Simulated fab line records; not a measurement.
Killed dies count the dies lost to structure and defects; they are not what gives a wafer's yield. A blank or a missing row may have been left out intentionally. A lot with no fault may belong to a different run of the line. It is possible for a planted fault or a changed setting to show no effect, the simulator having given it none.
8D (eight disciplines) problem report, filled in by code ; flow n5-finfet ; the parts of the form that need people (team, actions taken, sign-off) are left out

## 1. THE PROBLEM
Mean of etch-rf-on-time-s at N5_BEOL_M9_ETCH_65: 17.3 s across 3 wafers in 3 lots; on wafers with no fault it is 26.2 s (standard deviation 0.7). Relative to the usual mean, that is a shift of -13 standard deviations.
The step: etches SiARC in CF4, target depth 15.6 nm, time 26 s.
Seen first at day 12 11:25 on rie-diel-04, wafer L150.5. At this step, 29 wafers from 11 lots have a number in the record. Rule for "out" (also "out of limits"): further than 4 standard deviations from the usual mean. The rest of the wafers with a number are treated as sound.

## 2. WHAT IT IS AND WHAT IT IS NOT
question;is;is not
which readings at this step;etch-rf-on-time-s;drypump-motor-current-A, rf-vpp-V, showerhead-plenum-p-Torr, throttle-valve-pct
which lots;L150, L151, L152;L141, L142, L144, L145, L148, L158, L163, L164
which wafers of those lots;L150.5, L151.5, L152.5;L151.4, L152.2
read on which tools;rie-diel-04;rie-diel-03, rie-diel-05
when;from day 12 11:25;"up to then (15 sound wafers); but 11 sound wafers of L151, L152, L158, L163, L164 came after"

## 3. SUSPECTS, AND WHAT RULES EACH OUT
Counting: a tool at a process step up to the reading stays a suspect if it ran every lot that is out. Sound lots after the first of them don't rule it out here, since some wafers of a struck lot are sound.
- rie-diel-02 at N5_BEOL_M8_ETCH_66 (etches SOC in N2/H2, target depth 80 nm, overetch 16 nm, time 120 s): kept. It ran every lot that is out, first L150 (day 12 02:15).
- rie-diel-04 at N5_BEOL_M9_ETCH_65 (etches SiARC in CF4, target depth 15.6 nm, time 26 s): kept. Every lot that is out went through it, the first being L150 (day 12 11:25); the last sound lot it ran before that was L148 (day 11 21:07). On those wafers its own readings are out: etch-rf-on-time-s.
- Within rie-diel-02 at N5_BEOL_M8_ETCH_66: the wafers that are out ran in chambers 1, 2; their sound lot-mates ran in chambers 0, 3.
The count leaves rie-diel-04 at N5_BEOL_M9_ETCH_65 and rie-diel-02 at N5_BEOL_M8_ETCH_66.

## 4. THE CAUSE (what the simulator had put in)
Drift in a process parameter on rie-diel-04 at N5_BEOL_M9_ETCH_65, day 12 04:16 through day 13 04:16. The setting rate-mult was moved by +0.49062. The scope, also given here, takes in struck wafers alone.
After counting, 2 suspects remain, this tool included.

## 5. SEQUENCE OF EFFECTS, ordered by route
Rows list readings where the struck wafers' mean (over those with a number) sits beyond 3 standard deviations from the usual. Only readings whose record carries a usual standard deviation are examined. hours: median over the lots of the time between each lot's start at the first step of this table that gives one and its start at this step. sigmas: the change, counted in usual standard deviations.
hours;step;reading;usual;on struck wafers;change;sigmas
0;N5_BEOL_M9_ETCH_65;etch-rf-on-time-s;26.2 s;17.3;-8.9;-13
Its process steps:
- N5_BEOL_M9_ETCH_65: etches SiARC in CF4, target depth 15.6 nm, time 26 s.

## 6. HOW IT WOULD HAVE BEEN CAUGHT EARLIER
In this record the first reading out of limits was taken at day 12 11:25, 7 hours after the fault began at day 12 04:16.
